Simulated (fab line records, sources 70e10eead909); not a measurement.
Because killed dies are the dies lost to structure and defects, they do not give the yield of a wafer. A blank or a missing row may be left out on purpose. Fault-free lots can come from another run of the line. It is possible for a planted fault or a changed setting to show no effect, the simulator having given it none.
Which of the tools did it? ; flow nandHarc ; 6 lots, 18 wafers sampled, at 3 steps of a route of 1302

## WHAT THE GAUGES SHOWED, per wafer
NHARC_A_M1_CD_MEAS_09: target cd 120 nm.
lot;measured;on;cdNm (nm)
L822;day 23 07:26;cdSem-03;119.3 118.7 119.6
L825;day 24 04:29;cdSem-03;120.6 120.2 120.5
L826;day 24 23:07;cdSem-03;120.2 118.8 119.7
L830;day 26 20:46;cdSem-01;118.5 118.2 119.2
L841;day 31 01:16;cdSem-02;119.9 119.0 118.7
L842;day 31 19:31;cdSem-03;120.2 120.1 120.6

## TOOL THAT RAN EACH LOT (tool first, then ch and the chambers of the sampled wafers, then the start)
lot;NHARC_A_M0_PRE_CLEAN_31;NHARC_A_M1_PEB_07
L822;pecvd-01 ch 1,2, day 23 06:07;lithoTrack-04 ch 0, day 23 07:22
L825;pecvd-01 ch 0,2, day 24 03:17;lithoTrack-01 ch 0, day 24 04:25
L826;pecvd-03 ch 0,1,2, day 24 21:54;lithoTrack-06 ch 0, day 24 23:02
L830;pecvd-02 ch 1,2, day 26 19:27;lithoTrack-04 ch 0, day 26 20:40
L841;pecvd-02 ch 0,2, day 30 23:58;lithoTrack-04 ch 0, day 31 01:11
L842;pecvd-01 ch 0,1,2, day 31 18:11;lithoTrack-01 ch 0, day 31 19:26
- NHARC_A_M0_PRE_CLEAN_31: time 12 s.
- NHARC_A_M1_PEB_07: peb time 65 s.

## THE ANSWER, worked out from the rows above alone
Rule: the lots themselves supply what counts as usual. Put in order of their means at a reading, lots are off if they are a third of the lots or fewer, leave a main group of 4 or more, and stand apart from it by a gap of 3 or more times the standard deviation of the main group's means; of several such gaps the widest counts. The tables above print the reading to a certain number of digits; a main group whose means all agree to those digits is not used. Also off: a lot with no number at a reading for which 4 or more lots have one. Any other lot the step has rows for is counted as sound.
No lot is off at any reading shown: from this, nothing can be told.

## WHAT THE SIMULATOR HAD PUT IN
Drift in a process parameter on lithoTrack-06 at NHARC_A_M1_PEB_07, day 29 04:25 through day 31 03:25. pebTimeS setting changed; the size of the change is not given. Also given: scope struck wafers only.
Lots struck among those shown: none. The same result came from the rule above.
